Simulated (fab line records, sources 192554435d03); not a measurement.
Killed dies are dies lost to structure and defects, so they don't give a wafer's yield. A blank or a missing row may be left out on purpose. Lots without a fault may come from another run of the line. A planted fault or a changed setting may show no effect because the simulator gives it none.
Split-lot experiment | flow n5_finfet | 7 lots, 39 wafers read, on a route of 1938 steps

THE SPLIT
At N5_BEOL_M3_HM_DEP_02 (deposits TiN, target thk 20 nm), the setting target_thk_a was moved away from the recipe's 200 angstrom on 12 of the 39 wafers read, by +22.0% to +51.0%. The other wafers ran this setting at the recipe's value.

FROM THE SPLIT TO THE READING: what the file shows between them, 4 steps
- N5_BEOL_M3_COAT_61: time 60 s, resist thk 60 nm
- N5_BEOL_M3_COAT_62: time 60 s, resist thk 12 nm
- N5_BEOL_M3_STRIP_75: strips in N2/H2
- N5_BEOL_M3_STRIP_66: strips in CF4

THE READING
etch.depth_nm (the simulator's own value, which no gauge read), in nm, at N5_BEOL_M3_HM_OPEN_17 (chemistry Cl2/BCl3, target TiN, target depth 20 nm, overetch 6 nm). The file gives no usual value for it. The 27 wafers here that ran the recipe average 20.01 nm, standard deviation 0.31 nm.

wafer  | tool, chamber at the split | target_thk_a as run, angstrom | against the recipe | etch.depth_nm, nm | against lot-mates on the recipe
L077.1 | pvd_sputter-02, -          | 200                           | recipe             | 20.05             | -
L077.2 | pvd_sputter-02, -          | 200                           | recipe             | 19.27             | -
L077.3 | pvd_sputter-02, -          | 278.2                         | +39.1%             | 25.25             | +5.53
L077.4 | pvd_sputter-02, -          | 278.2                         | +39.1%             | 26.36             | +6.64
L077.5 | pvd_sputter-02, -          | 200                           | recipe             | 19.83             | -
L077.6 | pvd_sputter-02, -          | 278.2                         | +39.1%             | 26.47             | +6.75
L079.1 | pvd_sputter-02, -          | 200                           | recipe             | 19.96             | -
L079.2 | pvd_sputter-02, -          | 200                           | recipe             | 20.32             | -
L079.3 | pvd_sputter-02, -          | 200                           | recipe             | 19.57             | -
L079.4 | pvd_sputter-02, -          | 244                           | +22.0%             | 24.42             | +4.47
L079.5 | pvd_sputter-02, -          | 244                           | +22.0%             | 24.72             | +4.77
L079.6 | pvd_sputter-02, -          | 244                           | +22.0%             | 23.92             | +3.97
L081.1 | pvd_sputter-02, -          | 302                           | +51.0%             | 27.47             | +7.75
L081.2 | pvd_sputter-02, -          | 200                           | recipe             | 19.43             | -
L081.3 | pvd_sputter-02, -          | 302                           | +51.0%             | 27.62             | +7.90
L081.4 | pvd_sputter-02, -          | 200                           | recipe             | 19.68             | -
L081.5 | pvd_sputter-02, -          | 302                           | +51.0%             | 27.46             | +7.74
L081.6 | pvd_sputter-02, -          | 200                           | recipe             | 20.04             | -
L083.2 | pvd_sputter-03, -          | 200                           | recipe             | 20.34             | -
L083.4 | pvd_sputter-03, -          | 200                           | recipe             | 20.13             | -
L083.6 | pvd_sputter-03, -          | 200                           | recipe             | 20.26             | -
L086.1 | pvd_sputter-03, -          | 200                           | recipe             | 20.39             | -
L086.2 | pvd_sputter-03, -          | 275.5                         | +37.7%             | 25.32             | +5.05
L086.3 | pvd_sputter-03, -          | 200                           | recipe             | 20.24             | -
L086.4 | pvd_sputter-03, -          | 200                           | recipe             | 20.18             | -
L086.5 | pvd_sputter-03, -          | 275.5                         | +37.7%             | 26.55             | +6.28
L086.6 | pvd_sputter-03, -          | 275.5                         | +37.7%             | 25.02             | +4.75
L089.1 | pvd_sputter-01, -          | 200                           | recipe             | 19.86             | -
L089.2 | pvd_sputter-01, -          | 200                           | recipe             | 20.23             | -
L089.3 | pvd_sputter-01, -          | 200                           | recipe             | 20.46             | -
L089.4 | pvd_sputter-01, -          | 200                           | recipe             | 19.95             | -
L089.5 | pvd_sputter-01, -          | 200                           | recipe             | 19.81             | -
L089.6 | pvd_sputter-01, -          | 200                           | recipe             | 20.01             | -
L096.1 | pvd_sputter-01, -          | 200                           | recipe             | 20.21             | -
L096.2 | pvd_sputter-01, -          | 200                           | recipe             | 19.62             | -
L096.3 | pvd_sputter-01, -          | 200                           | recipe             | 19.65             | -
L096.4 | pvd_sputter-01, -          | 200                           | recipe             | 20.22             | -
L096.6 | pvd_sputter-01, -          | 200                           | recipe             | 20.22             | -
L096.5 | pvd_sputter-01, -          | 200                           | recipe             | 20.25             | -

THE FIT
A straight line over all 39 wafers: etch.depth_nm changes by +0.152 nm for each +1% of target_thk_a; r = +0.99; the points scatter about the line by 0.47 nm.
The same after taking each lot's own level away (the mean of its wafers on the recipe; 39 wafers): +0.155 nm for each +1%; r = +0.99; scatter 0.46 nm.
On that fit, the largest move of target_thk_a shifts the reading by 7.9 nm.
The lots' own levels span 19.717 to 20.270 nm, that is 1.8 times the standard deviation above.
So the lot-to-lot level changes the slope little: the two slopes agree.
Check: with one of the wafers moved furthest among these (+51.0%) left out of the fit, the line predicts +7.99 nm for it against its lot-mates. It came out at +7.75 nm against them.

OTHER SPLITS ON THESE WAFERS
These wafers also went through other splits before the reading. Each is held against what the fit with the lots' levels taken away leaves over:
other split on the same wafers                 | wafers away from the commonest value | r with etch.depth_nm (lot level and that fit taken away)
N5_FIN_CUT_CUT_ETCH_15 time_s                  | 9                                    | +0.20
N5_SDB_CUT_ETCH_26 target_depth_a              | 15                                   | -0.08
N5_HKMG_FIN_ETCH_35 target_depth_a             | 12                                   | +0.10
N5_MOL_CONTACT_COAG_VIA_ETCH_46 target_depth_a | 15                                   | -0.17

THE WHOLE CHAIN: every reading that the file lists as answering this split, in the file's order
step                  | what it does                                                      | reading                                                                          | change (the file's fit)               | r (the file's)
N5_BEOL_M3_HM_DEP_02  | deposits TiN, target thk 20 nm                                    | TiN_of_BEOL_M3_HM_DEP_02.thk_nm (the simulator's own value, which no gauge read) | +0.201 nm for each +1% of the setting | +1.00
N5_BEOL_M3_HM_OPEN_17 | chemistry Cl2/BCl3, target TiN, target depth 20 nm, overetch 6 nm | etch.depth_nm (the simulator's own value, which no gauge read)                   | +0.156 nm for each +1% of the setting | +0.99

THE FILE'S OWN FIT
etch.depth_nm changes by +0.156 nm for each +1% of target_thk_a, r = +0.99.
